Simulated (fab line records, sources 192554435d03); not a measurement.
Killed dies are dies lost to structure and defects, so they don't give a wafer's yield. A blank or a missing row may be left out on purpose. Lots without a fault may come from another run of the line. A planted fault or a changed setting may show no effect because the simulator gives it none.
fab line records | flow n5_finfet
record lots=13 wafers=35 last_day=18
route steps=1938 shown PMOS_HMC_CHANNEL_EPI@74 FIN_SAQP@98 PASSIVATION@1936
lots that met no fault: from a run of the same line without faults
start_h: hours from the record's first day to the start of the lot's first wafer shown | wait_h: hours since the lot's step before | " the same as in the row above | L1.1+2: a row that stands for several wafers | - no value, or no start given | * or withheld: withheld | < > ~ a bound
route shown NAME@n: a module of which the file shows steps, and the number in the route of the first | usual: mean/standard deviation of fault-free wafers | same: alike in all rows | chamber/n: place in a boat | sites: the reading at each site | _std_site: their standard deviation | _edge_site: outer sites' mean less inner sites' | radius_mm: how far each site lies from the wafer's centre | mask NAME#n: copy n | behind: the tool/chamber that last shaped the wafer | hold: why the lot was held/for how many hours/how that ended | device: the transistor (n, p or np) that didn't switch | end of line: the same wafers' tests at the end of the route | a step without rows: its recipe alone | killed: dies lost to structure and defects at the first sort, not the wafer's yield | map: a wafer's dies, x killed, . not, _ none there
set.NAME: the setting as run; set.NAME@STEP: as run at that earlier step | model.NAME: the simulator's own value behind a step, which no gauge read
steps of the route over a sample of lots; a table a step, a row a wafer
services: from which hour (start_h, from the record's first day; less than 0 if before it) a tool's chamber was out of use, for how many hours, and why
## steps
# step N5_PMOS_HMC_CHANNEL_EPI_FIN_RECESS_16
# recipe chemistry=HBr/Cl2 target=Si mask_material=SiO2 target_depth_a=540 time_s=18 pressure_mtorr=10 icp_w=800 bias_w=75 HBr_flow_sccm=150 Cl2_flow_sccm=80
# usual drypump_motor_current_A=6.0/0.48 oes_product_au=1.005/0.016 throttle_valve_pct=35.7/0.46
# columns lot.wafer tool chamber start_h wait_h drypump_motor_current_A oes_product_au rf_hours_counter_h throttle_valve_pct
L559.1 rie_si-04 1 23.76 0.0 5.7 0.970 178 36.3
L559.4 " 2 " " 5.6 1.008 139 35.8
L559.6 " 2 " " 5.6 1.002 - 35.8
L560.3 rie_si-04 1 30.04 0.0 5.7 0.975 178 36.3
L560.4 " 2 " " 5.6 1.017 139 35.8
L560.5 " 0 " " 5.5 1.021 - 36.6
L561.5 rie_si-01 1 36.81 0.0 6.6 1.005 - 35.7
L561.6 " 0 " " 6.3 0.994 - 35.6
L567.1 rie_si-04 0 71.89 0.0 5.5 1.024 86 36.5
L567.3 " 2 " " 5.6 1.011 140 35.8
L567.4 " 1 " " 5.7 0.985 179 36.3
L568.1 rie_si-06 2 78.15 0.0 5.7 1.012 90 35.3
L568.4 " 1 " " 6.0 0.983 129 35.0
L568.6 " 3 " " 5.0 1.039 - 35.1
L569.1 rie_si-01 0 83.56 0.0 6.3 0.996 6 35.6
L569.2 " 1 " " 6.7 1.008 146 35.7
L569.3 " 3 " " 6.3 1.027 127 35.6
L574.2 rie_si-06 3 113.55 0.0 5.0 1.036 5 35.1
L574.3 " 0 " " 6.4 0.992 146 35.3
L575.1 rie_si-01 2 123.01 0.0 6.0 1.001 8 35.9
L575.5 " 3 " " 6.4 1.036 - 35.6
L575.6 " 2 " " 6.0 1.001 - 35.9
L576.3 rie_si-01 2 125.75 0.0 6.0 0.999 8 35.9
L576.4 " 0 " " 6.4 1.009 7 35.5
L577.2 rie_si-04 1 131.59 0.0 5.7 0.983 180 36.3
L577.4 " 2 " " 5.6 1.011 141 35.8
L577.6 " 2 " " 5.6 1.020 - 35.8
L578.2 rie_si-04 1 137.49 0.0 5.7 0.987 180 36.3
L578.5 " 2 " " 5.6 1.014 - 35.8
L579.1 rie_si-06 0 143.41 0.0 6.4 0.995 146 35.3
L579.4 " 2 " " 5.8 1.005 91 35.3
L579.6 " 1 " " 6.0 0.987 - 35.1
L580.1 rie_si-04 3 150.43 0.0 6.6 0.999 182 36.0
L580.4 " 2 " " 5.5 1.019 142 35.8
L580.6 " 3 " " 6.6 1.007 - 35.9
# step N5_PMOS_HMC_CHANNEL_EPI_CMP_21
# recipe material=SiGe30 post_cmp_clean=alkaline_brush target_thk_nm=54
# usual motor_current_A=12.3/1.1
# columns lot.wafer tool chamber start_h wait_h motor_current_A
L559.4 cmp-02 0 25.30 0.1 13.6
L559.1 " 1 " " 13.1
L559.6 " 3 " " 10.5
L560.3 cmp-02 0 31.59 0.1 13.1
L560.4 " 1 " " 12.7
L560.5 " 0 " " 12.4
L561.5 cmp-04 1 38.47 0.2 12.8
L561.6 " 2 " " 10.5
L567.4 cmp-04 3 73.41 0.0 12.4
L567.3 " 0 " " 11.3
L567.1 " 2 " " 11.1
L568.1 cmp-04 0 79.68 0.0 10.9
L568.4 " 2 " " 10.7
L568.6 " 0 " " 11.0
L569.1 cmp-04 1 85.10 0.1 12.7
L569.2 " 2 " " 10.7
L569.3 " 3 " " 12.6
L574.3 cmp-03 1 115.05 0.0 11.8
L574.2 " 0 " " 14.8
L575.1 cmp-03 1 125.47 0.0 11.1
L575.5 " 1 " " 11.2
L575.6 " 2 " " 11.8
L576.4 cmp-03 2 128.20 0.0 12.1
L576.3 " 3 " " 12.7
L577.4 cmp-02 0 133.10 0.0 13.0
L577.2 " 1 " " 13.0
L577.6 " 1 " " 12.9
L578.2 cmp-03 3 139.13 0.1 13.3
L578.5 " 1 " " 11.4
L579.1 cmp-03 1 145.85 0.0 11.0
L579.4 " 0 " " 14.4
L579.6 " 2 " " 12.2
L580.4 cmp-02 1 151.97 0.1 13.1
L580.1 " 3 " " 10.7
L580.6 " 1 " " 12.4
# step N5_PMOS_HMC_CHANNEL_EPI_EPI_26
# recipe material=Si target_thk_a=38 temp_c=650 precursor=SiH4/H2 pressure_torr=20 time_s=22.7
# usual chamber_pressure_Torr=20.00/0.044 lamp_inner_pct=14.5/0.31 throttle_valve_pct=11.50/0.16
# columns lot.wafer tool chamber start_h wait_h chamber_pressure_Torr lamp_inner_pct throttle_valve_pct
L559.1 epi_rpcvd-03 0 25.67 0.0 20.04 14.2 11.51
L559.4 " 0 " " 20.02 14.1 11.60
L559.6 " 0 " " 20.05 14.3 11.44
L560.3 epi_rpcvd-04 0 32.05 0.1 19.95 14.5 11.24
L560.4 " 0 " " 20.02 14.5 11.41
L560.5 " 0 " " 19.98 14.5 11.56
L561.5 epi_rpcvd-01 0 38.92 0.2 19.91 14.9 11.08
L561.6 " 0 " " 20.03 14.9 11.53
L567.1 epi_rpcvd-04 - 73.82 0.0 - - -
L567.3 " - " " - - -
L567.4 " - " " - - -
L568.1 epi_rpcvd-03 - 80.09 0.0 - - -
L568.4 " - " " - - -
L568.6 " - " " - - -
L569.1 epi_rpcvd-04 - 85.47 0.0 - - -
L569.2 " - " " - - -
L569.3 " - " " - - -
L574.2 epi_rpcvd-01 0 115.52 0.1 19.94 15.1 11.46
L574.3 " 0 " " 20.01 15.0 11.55
L575.1 epi_rpcvd-04 0 125.87 0.0 19.95 14.3 11.46
L575.5 " 0 " " 19.97 14.5 11.69
L575.6 " 0 " " 20.01 14.7 11.57
L576.3 epi_rpcvd-03 0 128.71 0.1 19.92 14.0 11.83
L576.4 " 0 " " 19.94 14.2 11.56
L577.2 epi_rpcvd-04 0 133.55 0.1 19.97 14.7 11.56
L577.4 " 0 " " 19.96 14.6 11.68
L577.6 " 0 " " 20.02 14.6 11.69
L578.2 epi_rpcvd-01 0 139.49 0.1 19.99 14.8 11.53
L578.5 " 0 " " 20.07 15.1 11.31
L579.1 epi_rpcvd-03 0 146.26 0.0 19.92 14.0 11.39
L579.4 " 0 " " 19.90 14.1 11.62
L579.6 " 0 " " 20.00 14.2 11.38
L580.1 epi_rpcvd-03 0 152.34 0.0 19.98 14.0 11.21
L580.4 " 0 " " 20.00 14.1 11.70
L580.6 " 0 " " 19.95 14.2 11.44
# step N5_FIN_SAQP_PECVD_47
# recipe material=a-Si target_thk_a=450 temp_c=400 precursor=SiH4/He pressure_torr=3 rf_w=100 time_s=36.3
# usual heater_power_w=860/130 showerhead_plenum_p_Torr=5.70/0.052 throttle_valve_pct=17.7/0.54
# columns lot.wafer tool chamber start_h wait_h heater_power_w showerhead_plenum_p_Torr throttle_valve_pct
L559.1 pecvd-03 1 26.73 0.0 786 5.67 19.1
L559.4 " 1 " " 785 5.68 19.1
L559.6 " 0 " " 833 5.61 18.1
L560.3 pecvd-03 1 33.16 0.1 848 5.66 19.1
L560.4 " 0 " " 854 5.62 17.8
L560.5 " 0 " " 841 5.60 17.7
L561.5 pecvd-03 0 39.90 0.1 784 5.62 17.8
L561.6 " 1 " " 844 5.69 19.0
L567.1 pecvd-01 0 75.80 0.0 984 5.73 17.6
L567.3 " 1 " " 708 5.66 17.5
L567.4 " 0 " " 984 5.75 17.4
L568.1 pecvd-01 2 81.19 0.0 837 5.70 17.3
L568.4 " 2 " " 827 5.69 17.1
L568.6 " 1 " " 639 5.67 17.3
L569.1 pecvd-01 1 86.95 0.0 680 5.65 17.5
L569.2 " 0 " " 970 5.76 17.7
L569.3 " 2 " " 861 5.69 17.2
L574.2 pecvd-04 2 116.59 0.0 1128 5.80 17.5
L574.3 " 1 " " 939 5.68 17.7
L575.1 pecvd-04 0 128.50 0.0 900 5.74 18.0
L575.5 " 1 " " 1027 5.68 17.7
L575.6 " 0 " " 752 5.73 18.2
L576.3 pecvd-01 2 129.73 0.1 837 5.71 17.3
L576.4 " 1 " " 630 5.66 17.5
L577.2 pecvd-01 1 134.83 0.0 673 5.66 17.4
L577.4 " 1 " " 671 5.65 17.4
L577.6 " 2 " " 857 5.71 17.0
L578.2 pecvd-01 1 140.55 0.0 717 5.65 17.5
L578.5 " 0 " " 996 5.73 17.7
L579.1 pecvd-03 2 147.42 0.0 730 5.66 17.4
L579.4 " 1 " " 853 5.67 19.2
L579.6 " 2 " " 737 5.66 17.3
L580.1 pecvd-04 2 154.59 0.0 1020 5.82 17.6
L580.4 " 2 " " 1000 5.83 17.5
L580.6 " 0 " " 831 5.75 17.9
# step N5_PASSIVATION_PROBE_49
# usual killed_at_M0_to_M3=34/10 killed_at_M4_up=13/5.4 killed_at_contacts=13/6 killed_at_front_end=42/13 killed_at_other=4/3.2 killed_dies=107/18 killed_open=69/14 killed_short=35/7.7
# same gross_dies=1180 killed_at_back_side=0
# columns lot.wafer tool chamber start_h wait_h killed_at_M0_to_M3 killed_at_M4_up killed_at_contacts killed_at_front_end killed_at_other killed_dies killed_open killed_short
L569.2 prober-02 - 341.99 0.1 39 13 13 29 2 96 64 31
# killed by level:class
L569.2 BEOL_M2:geometric_particle:open=12 DUMMY_GATE:geometric_particle:open=9 MOL_CONTACT_COAG:geometric_particle:open=9 BEOL_M4:geometric_particle:open=7 BEOL_M0_SAQP:geometric_particle:open=6 BEOL_M0_SAQP:geometric_particle:short=6 MOL_CONTACT_COAG:geometric_particle:short=4 FIN_SAQP:geometric_particle:short=3
## services
# columns tool chamber start_h hours kind
cmp-04 - 20.49 4.0 pm
pecvd-03 2 21.12 - clean
cmp-04 - 24.49 5.2 pm
pecvd-01 2 25.39 2.1 scheduled_down
epi_rpcvd-03 - 31.66 8.1 pm
epi_rpcvd-04 - 34.14 0.9 repair
cmp-02 - 35.37 0.6 repair
epi_rpcvd-03 - 39.98 2.8 pm
epi_rpcvd-03 - 55.33 7.2 repair
rie_si-06 3 58.54 10.9 repair
pecvd-01 1 62.97 5.5 scheduled_down
cmp-03 - 72.87 18.0 pm
epi_rpcvd-01 - 81.29 0.5 pm
cmp-03 - 95.47 2.7 repair
cmp-02 - 100.69 6.1 pm
cmp-03 - 102.56 0.4 repair
pecvd-01 1 103.24 2.1 scheduled_down
epi_rpcvd-04 - 114.18 8.1 pm
rie_si-04 - 117.87 0.1 repair
rie_si-06 0 121.63 1.3 repair
rie_si-01 - 125.04 0.4 repair
pecvd-01 0 125.43 5.5 scheduled_down
pecvd-04 - 139.50 0.5 repair
cmp-04 - 146.17 0.8 repair
## key
first_sign step=N5_PMOS_HMC_CHANNEL_EPI_EPI_26 reading=tool_record direction=missing
effect none on later readings
met_at N5_PMOS_HMC_CHANNEL_EPI_EPI_26
struck_lots L567,L568,L569
tester_left_out L567,L568,L569
baseline_loss step=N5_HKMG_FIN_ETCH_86 wafers=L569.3
not_acting_at N5_PMOS_HMC_CHANNEL_EPI_FIN_RECESS_16,N5_PMOS_HMC_CHANNEL_EPI_CMP_21,N5_FIN_SAQP_PECVD_47
onset_between 32.05 73.82
fault kind=skipped_step_whole tool=epi_rpcvd-03,epi_rpcvd-04 chamber=- onset_h=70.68 steps=N5_PMOS_HMC_CHANNEL_EPI_EPI_26 scope=struck_lots_only
# tester_left_out: of these lots the tester's yield and bins aren't shown, on N5 and GAA mostly nor the transistor test; their killed dies are dies lost to structure and defects alone, not to doping, threshold or leakage, so they don't give the yield
# baseline_loss: these wafers lose ten dies or more at that step, a loss of the line's own and not of a fault; the sort's usual values leave them out
